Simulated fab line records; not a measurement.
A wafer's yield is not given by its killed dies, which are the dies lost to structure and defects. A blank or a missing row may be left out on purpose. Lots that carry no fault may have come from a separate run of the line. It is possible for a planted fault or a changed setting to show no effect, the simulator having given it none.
The tool behind it: which one? | flow nand harc | 12 lots with 36 wafers sampled at 6 steps, on a route of 1302 steps

== WHAT THE GAUGES READ, wafer by wafer ==
NHARC_A_ONON_D1_THK_MEAS_18: measures by ellipsometry.
lot  | measured     | on            | thk nm (nm)
L958 | day 8 07:40  | film metro-02 | 988 989 990
L960 | day 8 22:47  | film metro-02 | 991 993 991
L961 | day 9 09:05  | film metro-01 | 977 976 976
L964 | day 10 16:53 | film metro-02 | 998 997 996
L966 | day 11 16:07 | film metro-02 | 1003 1005 1004
L967 | day 11 16:10 | film metro-01 | 996 996 998
L969 | day 13 01:29 | film metro-02 | 1006 1008 1007
L973 | day 14 06:05 | film metro-01 | 1595 1596 1595
L972 | day 14 06:05 | film metro-02 | 994 994 994
L974 | day 15 04:42 | film metro-02 | 1570 1571 1571
L979 | day 16 20:07 | film metro-01 | 983 984 985
L981 | day 18 00:41 | film metro-02 | 994 996 995

NHARC_END_SORT_01.
lot  | measured     | on        | killed at array | killed at other | killed at periphery | killed dies | killed open | killed short
L973 | day 30 11:53 | prober-02 | 675 676 672     | 0 1 1           | 2 0 4               | 677 677 677 | 5 3 3       | 5 0 2
L974 | day 31 21:11 | prober-01 | 674 676 672     | 0 0 1           | 3 1 4               | 677 677 677 | 3 1 2       | 4 3 2

== WHAT TOOL EACH LOT RAN ON (gives the tool, then ch and the chambers of the sampled wafers, and finally the start) ==
lot  | NHARC_P_BONDPAD_DEP_00                     | NHARC_A_ONON_D1_DEP_16           | NHARC_A_CHANNEL_HOLE_D1_DESCUM_15  | NHARC_A_CHANNEL_HOLE_D1_ETCH_16
L958 | pecvd-02 ch 0,2, day 8 07:08 or earlier    | pecvd onon-01 ch 0, day 8 07:08  | rie diel-12 ch 0,1, day 8 13:34    | rie diel-12 ch 0,2,3, no start
L960 | pecvd-03 ch 0,1,2, day 7 06:59             | pecvd onon-03 ch 0, day 8 22:20  | rie diel-12 ch 0,1,2, day 9 10:46  | rie diel-12 ch 0,2,3, no start
L961 | pecvd-03 ch 0,2, day 7 17:34               | pecvd onon-01 ch 0, day 9 08:35  | rie diel-12 ch 1,2,3, day 9 16:04  | rie diel-12 ch 1,2, no start
L964 | pecvd-02 ch 0,1,2, day 10 16:22 or earlier | pecvd onon-02 ch 0, day 10 16:22 | rie diel-12 ch 0,1,2, day 10 23:51 | rie diel-12 ch 0,1,2, no start
L966 | pecvd-03 ch 0,1, day 10 02:10              | pecvd onon-01 ch 0, day 11 15:37 | rie diel-12 ch 0,1,2, day 12 01:29 | rie diel-12 ch 0,1,3, no start
L967 | pecvd-02 ch 0,1,2, day 10 02:17            | pecvd onon-02 ch 0, day 11 15:38 | rie diel-12 ch 0,3, day 12 03:14   | rie diel-12 ch 0,1,2, no start
L969 | pecvd-03 ch 0,1,2, day 11 10:20            | pecvd onon-01 ch 0, day 13 01:01 | rie diel-05 ch 0,2, day 13 08:37   | rie diel-05 ch 0,1,2, no start
L973 | pecvd-01 ch 0,1,2, day 12 13:53            | pecvd onon-01 ch 0, day 14 05:42 | -                                  | -
L972 | pecvd-02 ch 1,2, day 12 15:09              | pecvd onon-02 ch 0, day 14 05:35 | rie diel-05 ch 1,2,3, day 14 12:11 | rie diel-05 ch 1,2,3, no start
L974 | pecvd-03 ch 1,2, day 13 14:22              | pecvd onon-01 ch 0, day 15 04:11 | -                                  | -
L979 | pecvd-02 ch 1,2, day 15 04:20              | pecvd onon-03 ch 0, day 16 19:37 | rie diel-12 ch 0,2,3, day 17 01:49 | rie diel-12 ch 1,2,3, no start
L981 | pecvd-03 ch 0,1,2, day 16 05:19            | pecvd onon-02 ch 0, day 18 00:11 | rie diel-12 ch 0,1,2, day 18 09:49 | rie diel-12 ch 0,1,2, no start
- NHARC_P_BONDPAD_DEP_00: deposits SiCN, target thk 250 nm.
- NHARC_A_ONON_D1_DEP_16: target thk 1000 nm.
- NHARC_A_CHANNEL_HOLE_D1_DESCUM_15: chemistry O2, time 3 s.
- NHARC_A_CHANNEL_HOLE_D1_ETCH_16: etches the open film in O2/COS, target depth 3100 nm, time 806 s.

== WHAT THE TOOLS THEMSELVES READ (means of the sampled wafers that have a number; where no wafer has one, the mark that the record gives instead) ==
NHARC_P_BONDPAD_DEP_00.
lot  | tool     | chamber pressure Torr (Torr) | heater power w (W) | rf fwd power W (W)
L958 | pecvd-02 | 3.005                        | 672                | 450.8
L960 | pecvd-03 | 3.003                        | 576                | 448.9
L961 | pecvd-03 | 3.001                        | 546                | 449.6
L964 | pecvd-02 | 3.001                        | 653                | 449.9
L966 | pecvd-03 | 3.003                        | 549                | 449.6
L967 | pecvd-02 | 2.996                        | 671                | 448.8
L969 | pecvd-03 | 2.997                        | 603                | 449.2
L973 | pecvd-01 | 2.999                        | 558                | 449.9
L972 | pecvd-02 | 2.992                        | 530                | 450.1
L974 | pecvd-03 | 3.003                        | 568                | 449.3
L979 | pecvd-02 | 3.000                        | 587                | 449.2
L981 | pecvd-03 | 3.002                        | 579                | 448.1

NHARC_A_CHANNEL_HOLE_D1_DESCUM_15.
lot  | tool        | drypump motor current A (A) | oes product au (a.u.) | rf vpp V (V) | showerhead plenum p Torr (Torr) | throttle valve pct (%)
L958 | rie diel-12 | 5.6                         | 0.995                 | 57.8         | 1.92                            | 11.313
L960 | rie diel-12 | 5.8                         | 0.995                 | 57.3         | 1.92                            | 11.316
L961 | rie diel-12 | 5.6                         | 0.998                 | 57.2         | 1.87                            | 11.308
L964 | rie diel-12 | 5.8                         | 0.995                 | 57.8         | 1.92                            | 11.311
L966 | rie diel-12 | 5.8                         | 0.996                 | 58.2         | 1.92                            | 11.307
L967 | rie diel-12 | 6.2                         | 0.998                 | 58.1         | 1.90                            | 11.311
L969 | rie diel-05 | 5.1                         | 1.002                 | 58.9         | 1.98                            | 11.315
L972 | rie diel-05 | 5.4                         | 1.001                 | 57.8         | 1.90                            | 11.316
L979 | rie diel-12 | 6.1                         | 0.992                 | 57.6         | 1.90                            | 11.314
L981 | rie diel-12 | 5.8                         | 0.995                 | 57.9         | 1.91                            | 11.308

NHARC_A_CHANNEL_HOLE_D1_ETCH_16.
lot  | tool        | drypump motor current A (A) | oes product au (a.u.) | rf fwd power W (W) | rf vpp V (V) | showerhead plenum p Torr (Torr) | throttle valve pct (%)
L958 | rie diel-12 | 6.1                         | 0.991                 | 500.0              | 313.8        | 3.11                            | 28.334
L960 | rie diel-12 | 6.1                         | 0.992                 | 500.7              | 313.8        | 3.11                            | 28.335
L961 | rie diel-12 | 5.5                         | 0.992                 | 500.7              | 313.4        | 3.07                            | 28.328
L964 | rie diel-12 | 5.8                         | 0.999                 | 500.3              | 314.0        | 3.13                            | 28.332
L966 | rie diel-12 | 5.9                         | 0.992                 | 498.0              | 314.7        | 3.12                            | 28.332
L967 | rie diel-12 | 5.8                         | 0.994                 | 499.8              | 314.2        | 3.12                            | 28.327
L969 | rie diel-05 | 5.4                         | 1.000                 | 499.3              | 314.6        | 3.16                            | 28.330
L972 | rie diel-05 | 5.4                         | 1.000                 | 499.8              | 314.3        | 3.10                            | 28.328
L979 | rie diel-12 | 5.6                         | 0.994                 | 500.7              | 313.2        | 3.05                            | 28.344
L981 | rie diel-12 | 5.8                         | 0.995                 | 500.5              | 314.3        | 3.12                            | 28.329

== THE ANSWER, worked out from the rows above alone ==
Rule: the usual values come from the lots themselves. The widest of any qualifying gaps counts: lots, ordered by their means at a reading, are off when they make up no more than a third of the lots, leave a main group of 4 or more, and stand apart from it by 3 or more times the standard deviation of that group's means. A main group whose means are all the same, to the digits that the tables above print for the reading, isn't used. A lot without any number at a reading at which 4 lots or more have one is off too. All remaining lots with rows at the step are treated as sound. First the gauges in route order, then the tools' own readings, where a lot's mean is used as printed above. At the first step where some lot is off, the reading lying furthest off is the one used; lots without a number count as furthest.
Off, at NHARC_A_ONON_D1_THK_MEAS_18 on thk nm: L973, L974. Mean 993 nm and standard deviation 8.5 in the main group.
A tool fits if, at a process step before that reading, it ran every lot that is off, and no sound lot after the first of them. Those tools and the gauges at NHARC_A_ONON_D1_THK_MEAS_18 are tried in the same way. Because NHARC_P_BONDPAD_DEP_00 lacks a start for some lots, the hours and order of its lots are taken from NHARC_A_ONON_D1_DEP_16. One fits: NHARC_A_ONON_D1_DEP_16 on pecvd onon-01. A fault onset in the window from L969 (day 13 01:01, its last sound lot) to L973 (day 14 05:42, its first lot off) fits.

== WHAT THE SIMULATOR HAD INSERTED ==
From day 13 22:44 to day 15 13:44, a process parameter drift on pecvd onon-01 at NHARC_A_ONON_D1_DEP_16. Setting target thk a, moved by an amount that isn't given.
Lots struck among those shown: L973, L974. The rule above found the same.
